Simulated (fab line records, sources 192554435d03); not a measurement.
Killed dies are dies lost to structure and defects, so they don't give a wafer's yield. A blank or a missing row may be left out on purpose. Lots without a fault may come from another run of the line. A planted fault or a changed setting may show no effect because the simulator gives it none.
Problem report in the 8D (eight disciplines) form, filled by code | flow n5_finfet | the parts of the form that need people (team, actions taken, sign-off) are left out

1. THE PROBLEM
raw_defect_count at N5_SD_EPI_P_INSPECT_26 reads a mean of 869 on 2 wafers of 2 lots; wafers without a fault read 165 with a standard deviation of 34. That is +21 standard deviations from the usual mean.
The step: inspects for defects (darkfield).
First seen on wafer L308.6, day 5 01:40, on defect_inspect-02. The record holds 12 wafers of 4 lots with a number at this step. Rule for "out", or "out of limits": more than 4 standard deviations from the usual mean. The other wafers with a number count as sound.

2. WHAT IT IS AND WHAT IT IS NOT
question                    | is                                   | is not
which readings at this step | raw_defect_count                     | -
which lots                  | L308, L310                           | L304, L321
which wafers of those lots  | L308.6, L310.2                       | L308.3, L308.4, L310.4, L310.5
read on which gauges        | defect_inspect-01, defect_inspect-02 | -
when                        | from day 5 01:40                     | up to then (5 sound wafers); but 5 sound wafers of L310, L321 came after

3. SUSPECTS, AND WHAT RULES EACH OUT
Counting: a tool at a process step up to the reading stays a suspect if it ran every lot that is out. Sound lots after the first of them don't rule it out here, since some wafers of a struck lot are sound.
- the gauge at N5_SD_EPI_P_INSPECT_26: ruled out. The wafers that are out were read on 2 gauges (defect_inspect-01, defect_inspect-02).
- wet_bench-05 at N5_SD_EPI_P_PRECLEAN_52 (cleans in O3/DIW, time 60 s): kept. It ran every lot that is out, first L308 (day 4 22:50); its last sound lot up to then is L304 (day 3 18:14).
- Within wet_bench-05 at N5_SD_EPI_P_PRECLEAN_52: the wafers that are out ran in chamber 0; their sound lot-mates ran in chambers 1, 2, 6.
Left after counting: wet_bench-05 at N5_SD_EPI_P_PRECLEAN_52.

4. THE CAUSE (what the simulator had put in)
Chamber particle source: wet_bench-05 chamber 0, from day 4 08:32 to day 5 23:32, at N5_SD_EPI_P_PRECLEAN_52. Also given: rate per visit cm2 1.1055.
Counting left only this tool.

5. THE CHAIN OF EFFECTS, in route order
Each row: a reading whose mean over the struck wafers that have a number lies more than 3 standard deviations from the usual. Only readings for which the record gives a usual standard deviation are gone through. hours: the time from each lot's start at the first step in this table that gives one to its start at this step, as a median over the lots. sigmas: the change in usual standard deviations.
hours | step                        | reading              | usual  | on struck wafers | change | sigmas
0     | N5_SD_EPI_P_INSPECT_26      | raw_defect_count     | 165    | 869              | +704   | +21
1     | N5_SD_ACTIVATION_INSPECT_02 | raw_defect_count     | 164    | 860              | +696   | +20
205   | N5_PASSIVATION_PROBE_49     | defect_limited_yield | 91.3 % | 79.7             | -11.6  | -7.8
205   | N5_PASSIVATION_PROBE_49     | killed_at_front_end  | 39     | 172              | +133   | +12
205   | N5_PASSIVATION_PROBE_49     | killed_dies          | 102    | 240              | +138   | +7.7
205   | N5_PASSIVATION_PROBE_49     | sort_bin_5_function  | 5.1 %  | 12.6             | +7.5   | +7.5
205   | N5_PASSIVATION_PROBE_49     | sort_n_pass          | 1078   | 940              | -138   | -7.7
205   | N5_PASSIVATION_PROBE_49     | sort_yield_pct       | 91.3 % | 79.7             | -11.6  | -7.8
The process steps in it:
- N5_PASSIVATION_PROBE_49
Later measuring or inspecting steps at which every struck wafer that the step has a row for has a number for every such reading, and none has moved that far: N5_BEOL_M4_RC_MEAS_101.

6. WHAT WOULD HAVE CAUGHT IT SOONER
In this record the first reading out of limits at a measuring or inspecting step was taken at day 5 01:40, 17 hours after the fault began at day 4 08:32.
Of the tool readings at N5_SD_EPI_P_PRECLEAN_52 for which the record gives a usual standard deviation, none was out on any struck wafer, so an alarm limit of 4 standard deviations on them would not have fired.
Of the lots that are out (2), L310 began N5_SD_EPI_P_PRECLEAN_52 on wet_bench-05 after day 5 01:40. A hold on the tool at that time would have spared it.
